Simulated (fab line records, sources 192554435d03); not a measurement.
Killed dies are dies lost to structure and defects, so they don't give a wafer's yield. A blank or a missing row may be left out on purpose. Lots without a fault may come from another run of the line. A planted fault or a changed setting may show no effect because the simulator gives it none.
Split-lot experiment | flow n5_finfet | 7 lots, 21 wafers read, on a route of 1938 steps

THE SPLIT
At N5_BEOL_M11_ILD_DEP_00 (deposits SiCOH lowk from DEMS/porogen, target thk 308.51 nm, time 58 s), the setting time_s was moved away from the recipe's 58 s on 8 of the 21 wafers read, by -14.7% to -4.6%. The other wafers ran this setting at the recipe's value.

FROM THE SPLIT TO THE READING: what the file shows between them, 1 step
- N5_BEOL_M11_CURE_71: cures SiCOH lowk, time 240 s

THE READING
M11_ILD_THK, in nm, at N5_BEOL_M11_THK_MEAS_01. Fault-free wafers of this fab line usually give 269 nm, standard deviation 4.2 nm.

wafer  | tool, chamber at the split | time_s as run, s | against the recipe | M11_ILD_THK, nm | against lot-mates on the recipe
L074.1 | pecvd-03, 1                | 49.45            | -14.7%             | 227             | -41
L074.4 | pecvd-03, 1                | 49.45            | -14.7%             | 233             | -35
L074.5 | pecvd-03, 0                | 58               | recipe             | 268             | -
L080.2 | pecvd-02, 2                | 58               | recipe             | 269             | -
L080.3 | pecvd-02, 1                | 58               | recipe             | 271             | -
L080.6 | pecvd-02, 2                | 55.05            | -5.1%              | 259             | -11
L089.2 | pecvd-03, 0                | 58               | recipe             | 271             | -
L089.4 | pecvd-03, 0                | 58               | recipe             | 273             | -
L089.5 | pecvd-03, 1                | 58               | recipe             | 273             | -
L088.1 | pecvd-04, 0                | 53.72            | -7.4%              | 242             | -21
L088.3 | pecvd-04, 1                | 58               | recipe             | 263             | -
L088.4 | pecvd-04, 2                | 53.72            | -7.4%              | 246             | -17
L090.1 | pecvd-02, 1                | 58               | recipe             | 273             | -
L090.4 | pecvd-02, 2                | 50.38            | -13.1%             | 241             | -32
L090.6 | pecvd-02, 1                | 50.38            | -13.1%             | 244             | -29
L091.1 | pecvd-04, 0                | 58               | recipe             | 266             | -
L091.2 | pecvd-04, 2                | 58               | recipe             | 261             | -
L091.4 | pecvd-04, 0                | 58               | recipe             | 268             | -
L095.2 | pecvd-03, 2                | 58               | recipe             | 259             | -
L095.4 | pecvd-03, 0                | 58               | recipe             | 269             | -
L095.5 | pecvd-03, 1                | 55.35            | -4.6%              | 259             | -5

THE FIT
A straight line over all 21 wafers: M11_ILD_THK changes by +2.37 nm for each +1% of time_s; r = +0.94; the points scatter about the line by 4.9 nm.
The same after taking each lot's own level away (the mean of its wafers on the recipe; 21 wafers): +2.47 nm for each +1%; r = +0.98; scatter 2.9 nm.
On that fit, the largest move of time_s shifts the reading by 36 nm.
The lots' own levels span 263.0 to 273.0 nm, that is 2.4 times the standard deviation above.
So the lot-to-lot level changes the slope little: the two slopes agree.
Check: with one of the wafers moved furthest among these (-14.7%) left out of the fit, the line predicts -34.5 nm for it against its lot-mates. It came out at -41 nm against them.

OTHER SPLITS ON THESE WAFERS
These wafers also went through other splits before the reading. Each is held against what the fit with the lots' levels taken away leaves over:
other split on the same wafers     | wafers away from the commonest value | r with M11_ILD_THK (lot level and that fit taken away)
N5_BEOL_M8_TRENCH_ETCH_37 time_s   | 6                                    | +0.11
N5_BEOL_M10_HM_DEP_02 target_thk_a | 6                                    | +0.06
N5_BEOL_M10_COAT_60 spin_rpm       | 8                                    | +0.20

THE WHOLE CHAIN: every reading that the file lists as answering this split, in the file's order
step                    | what it does                                                           | reading                                                                                   | change (the file's fit)              | r (the file's)
N5_BEOL_M11_ILD_DEP_00  | deposits SiCOH lowk from DEMS/porogen, target thk 308.51 nm, time 58 s | SiCOH_lowk_of_BEOL_M11_ILD_DEP_00.thk_nm (the simulator's own value, which no gauge read) | +2.74 nm for each +1% of the setting | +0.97
N5_BEOL_M11_CURE_71     | cures SiCOH lowk, time 240 s                                           | SiCOH_lowk_of_BEOL_M11_ILD_DEP_00.thk_nm (the simulator's own value, which no gauge read) | +2.42 nm for each +1% of the setting | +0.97
N5_BEOL_M11_THK_MEAS_01 |                                                                        | M11_ILD_THK                                                                               | +2.42 for each +1% of the setting    | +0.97

THE FILE'S OWN FIT
M11_ILD_THK changes by +2.42 nm for each +1% of time_s, r = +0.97.
